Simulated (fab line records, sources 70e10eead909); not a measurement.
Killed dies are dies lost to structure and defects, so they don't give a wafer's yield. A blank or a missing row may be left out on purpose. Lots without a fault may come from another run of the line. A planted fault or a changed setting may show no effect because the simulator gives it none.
Which tool did it? | flow nand_harc | 12 lots, 36 wafers sampled, at 1 step of a route of 1302

WHAT THE GAUGES READ, wafer by wafer
NHARC_A_CONTACT_OVL_MEAS_09.
lot  | measured     | on         | overlay_x_nm (nm)
L074 | day 22 23:38 | overlay-02 | -0.4 -0.5 -0.6
L077 | day 23 22:06 | overlay-01 | 1.6 1.1 1.3
L080 | day 24 19:44 | overlay-01 | 0.8 1.2 0.8
L081 | day 25 06:37 | overlay-02 | 0.0 0.2 0.3
L086 | day 26 13:24 | overlay-01 | -0.8 -0.2 -0.3
L084 | day 27 05:17 | overlay-02 | -1.6 -2.2 -2.1
L087 | day 28 00:28 | overlay-01 | -1.5 -0.2 -0.5
L088 | day 28 15:00 | overlay-01 | 1.3 1.6 1.0
L092 | day 29 13:10 | overlay-02 | -1.3 -1.5 -1.1
L093 | day 29 22:47 | overlay-01 | -0.6 -0.2 -0.3
L095 | day 30 16:30 | overlay-02 | 0.5 0.6 0.3
L097 | day 32 15:09 | overlay-02 | -0.4 0.3 0.0

WHICH TOOL RAN EACH LOT (tool, then ch and the chambers of the sampled wafers, then the start)
The record holds no process step before these readings.

THE ANSWER, worked out from the rows above alone
Rule: what is usual is taken from the lots themselves. Put in order of their means at a reading, lots are off if they are a third of the lots or fewer, leave a main group of 4 or more, and stand apart from it by a gap of 3 or more times the standard deviation of the main group's means; of several such gaps the widest counts. A main group whose means are all the same, to the digits that the tables above print for the reading, isn't used. A lot without any number at a reading at which 4 lots or more have one is off too. The other lots that the step has rows for count as sound.
No lot is off at any reading shown: from this, nothing can be told.

WHAT THE SIMULATOR HAD PUT IN
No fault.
